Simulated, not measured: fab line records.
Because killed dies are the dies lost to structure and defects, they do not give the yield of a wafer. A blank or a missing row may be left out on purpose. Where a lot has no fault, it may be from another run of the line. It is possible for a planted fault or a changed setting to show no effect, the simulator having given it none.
Which of the tools did it? || flow n5 finfet || 11 lots, 33 wafers sampled, at 2 steps of a route of 1938

## WHAT EACH GAUGE READ, for each wafer
N5_MIM_BOT_LITHO_OVL_MEAS_11. Usual: for MIM_BOT_OVL the level is 2 nm and the standard deviation is 5.2.
{"lot": "L661", "measured": "day 10 23:53", "on": "overlay-02", "MIM_BOT_OVL (nm)": "4 1 11", "flag": ""}
{"lot": "L662", "measured": "day 11 08:54", "on": "overlay-02", "MIM_BOT_OVL (nm)": "1 1 -2", "flag": ""}
{"lot": "L664", "measured": "day 11 11:20", "on": "overlay-01", "MIM_BOT_OVL (nm)": "6 1 10", "flag": ""}
{"lot": "L669", "measured": "day 12 05:16", "on": "overlay-01", "MIM_BOT_OVL (nm)": "2 6 -3", "flag": ""}
{"lot": "L670", "measured": "day 12 21:19", "on": "overlay-02", "MIM_BOT_OVL (nm)": "-6 -7 -9", "flag": ""}
{"lot": "L675", "measured": "day 16 06:49", "on": "overlay-01", "MIM_BOT_OVL (nm)": "3 -4 -2", "flag": ""}
{"lot": "L681", "measured": "day 17 01:57", "on": "overlay-02", "MIM_BOT_OVL (nm)": "2 2 5", "flag": ""}
{"lot": "L682", "measured": "day 16 23:34", "on": "overlay-01", "MIM_BOT_OVL (nm)": "-12 2 -5", "flag": ""}
{"lot": "L677", "measured": "day 17 03:13", "on": "overlay-02", "MIM_BOT_OVL (nm)": "12 5 3", "flag": ""}
{"lot": "L676", "measured": "day 18 01:34", "on": "overlay-02", "MIM_BOT_OVL (nm)": "3 5 12", "flag": ""}
{"lot": "L678", "measured": "day 18 03:52", "on": "overlay-01", "MIM_BOT_OVL (nm)": "6 -4 1", "flag": ""}

## WHICH TOOL RAN EACH LOT (tool, then ch and the chambers of the sampled wafers, then the start)
{"lot": "L661", "N5_BEOL_M8_ALD_77": "ald metal-02 ch 1,2,3, day 9 05:51"}
{"lot": "L662", "N5_BEOL_M8_ALD_77": "ald metal-02 ch 1,2,3, day 9 16:32"}
{"lot": "L664", "N5_BEOL_M8_ALD_77": "ald metal-03 ch 0,2, day 9 22:52"}
{"lot": "L669", "N5_BEOL_M8_ALD_77": "ald metal-03 ch 1,2,3, day 10 11:19"}
{"lot": "L670", "N5_BEOL_M8_ALD_77": "ald metal-02 ch 0,2,3, day 10 16:43"}
{"lot": "L675", "N5_BEOL_M8_ALD_77": "ald metal-02 ch 0,3, day 14 07:14"}
{"lot": "L681", "N5_BEOL_M8_ALD_77": "ald metal-03 ch 0,1,2, day 14 12:49"}
{"lot": "L682", "N5_BEOL_M8_ALD_77": "ald metal-01 ch 0,3, day 14 12:55"}
{"lot": "L677", "N5_BEOL_M8_ALD_77": "ald metal-03 ch 0,2,3, day 14 17:28"}
{"lot": "L676", "N5_BEOL_M8_ALD_77": "ald metal-03 ch 0,1,3, day 15 02:55"}
{"lot": "L678", "N5_BEOL_M8_ALD_77": "ald metal-03 ch 1,2,3, day 15 12:34"}
- N5_BEOL_M8_ALD_77: deposits TaN, target thk 2 nm, pulse time 2 s, purge time 3 s.

## AS READ BY THE TOOLS THEMSELVES (means over the sampled wafers that have a number; for cases with no such wafer, the mark the record gives instead)
N5_BEOL_M8_ALD_77. Usual: heater power w 417 W, standard deviation 49; susceptor temp C 275.02 C, standard deviation 0.19.
{"lot": "L661", "tool": "ald metal-02", "heater power w (W)": 423, "susceptor temp C (C)": 275.03, "flag": ""}
{"lot": "L662", "tool": "ald metal-02", "heater power w (W)": 423, "susceptor temp C (C)": 275.04, "flag": ""}
{"lot": "L664", "tool": "ald metal-03", "heater power w (W)": 394, "susceptor temp C (C)": 274.90, "flag": ""}
{"lot": "L669", "tool": "ald metal-03", "heater power w (W)": 445, "susceptor temp C (C)": 275.00, "flag": ""}
{"lot": "L670", "tool": "ald metal-02", "heater power w (W)": 434, "susceptor temp C (C)": 275.02, "flag": ""}
{"lot": "L675", "tool": "ald metal-02", "heater power w (W)": 389, "susceptor temp C (C)": 275.09, "flag": ""}
{"lot": "L681", "tool": "ald metal-03", "heater power w (W)": 434, "susceptor temp C (C)": 274.98, "flag": ""}
{"lot": "L682", "tool": "ald metal-01", "heater power w (W)": 431, "susceptor temp C (C)": 275.00, "flag": ""}
{"lot": "L677", "tool": "ald metal-03", "heater power w (W)": 415, "susceptor temp C (C)": 275.20, "flag": ""}
{"lot": "L676", "tool": "ald metal-03", "heater power w (W)": 419, "susceptor temp C (C)": 275.18, "flag": ""}
{"lot": "L678", "tool": "ald metal-03", "heater power w (W)": 441, "susceptor temp C (C)": 274.93, "flag": ""}

## THE ANSWER, worked out from the rows above alone
Rule: a lot counts as off when the mean over its wafers that have a number is more than 3 standard deviations away from the usual mean. A lot without any number at a reading at which 4 lots or more have one is off too. All remaining lots with rows at the step are treated as sound. First the gauges in route order, then the tools' own readings, where a lot's mean is used as printed above. At the first step where some lot is off, the reading lying furthest off is the one used; lots without a number count as furthest.
No lot is off at any reading shown: from this, nothing can be told.

## WHAT THE SIMULATOR HAD INSERTED
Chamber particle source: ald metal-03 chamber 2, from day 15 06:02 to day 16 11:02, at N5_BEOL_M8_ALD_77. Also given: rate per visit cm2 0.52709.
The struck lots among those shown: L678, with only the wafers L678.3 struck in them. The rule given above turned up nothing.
